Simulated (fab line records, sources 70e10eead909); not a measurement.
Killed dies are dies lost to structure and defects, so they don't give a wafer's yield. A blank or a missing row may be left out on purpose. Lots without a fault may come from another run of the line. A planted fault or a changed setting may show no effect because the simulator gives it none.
Chamber matching | flow nand_harc | NHARC_A_ONON_D1_DEP_33 on pecvd-01: 3 sister chambers
The step deposits SiO2, target thk 200 nm. 6 wafers are shown with their chamber, then 10 later ones without.

WAFERS WITH THEIR CHAMBER
wafer  | chamber | throttle_valve_pct (%) | heater_power_outer_w (W)
L084.5 | 0       | 17.0                   | 286
L084.6 | 1       | 15.9                   | 184
L086.4 | 0       | 16.2                   | 320
L086.6 | 2       | 16.1                   | 322
L089.3 | 2       | 16.2                   | 265
L089.4 | 1       | 15.2                   | 223

WAFERS WITHOUT THEIR CHAMBER
wafer  | throttle_valve_pct (%) | heater_power_outer_w (W)
L089.5 | 16.2                   | 275
L092.1 | 15.5                   | 221
L092.2 | 16.6                   | 293
L092.5 | 16.6                   | 303
L094.1 | 16.4                   | 267
L094.3 | 15.7                   | 191
L094.5 | 15.8                   | 197
L095.2 | 16.2                   | 239
L095.4 | 15.5                   | 252
L095.6 | 16.3                   | 242

WHICH CHAMBER EACH WENT THROUGH
wafer  | from the rows above          | in truth
L089.5 | can't be placed: 2 or 0      | 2
L092.1 | 1                            | 1
L092.2 | can't be placed: 0 or 2      | 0
L092.5 | can't be placed: 0 or 2      | 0
L094.1 | can't be placed: 2 or 0 or 1 | 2
L094.3 | 1                            | 1
L094.5 | 1                            | 1
L095.2 | can't be placed: 2 or 1 or 0 | 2
L095.4 | can't be placed: 1 or 2 or 0 | 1
L095.6 | can't be placed: 2 or 0 or 1 | 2
Placed correctly: 3 of 10. Can't be placed from these rows: 7 (the true chamber is among the candidates in 7). Placed wrongly: 0.
How it was worked out, from the rows above alone: a wafer's distance from a chamber is the root of the sum, over the readings, of the square of ((its reading less the chamber's mean) divided by the reading's scatter). The wafer belongs to the nearest chamber; if the next one is less than 2 further off, it can't be placed. A chamber's mean is the mean of its shown wafers. The scatter: the root of (the sum of the squares of (reading less its chamber's mean) over the shown wafers, divided by (wafers less chambers)).
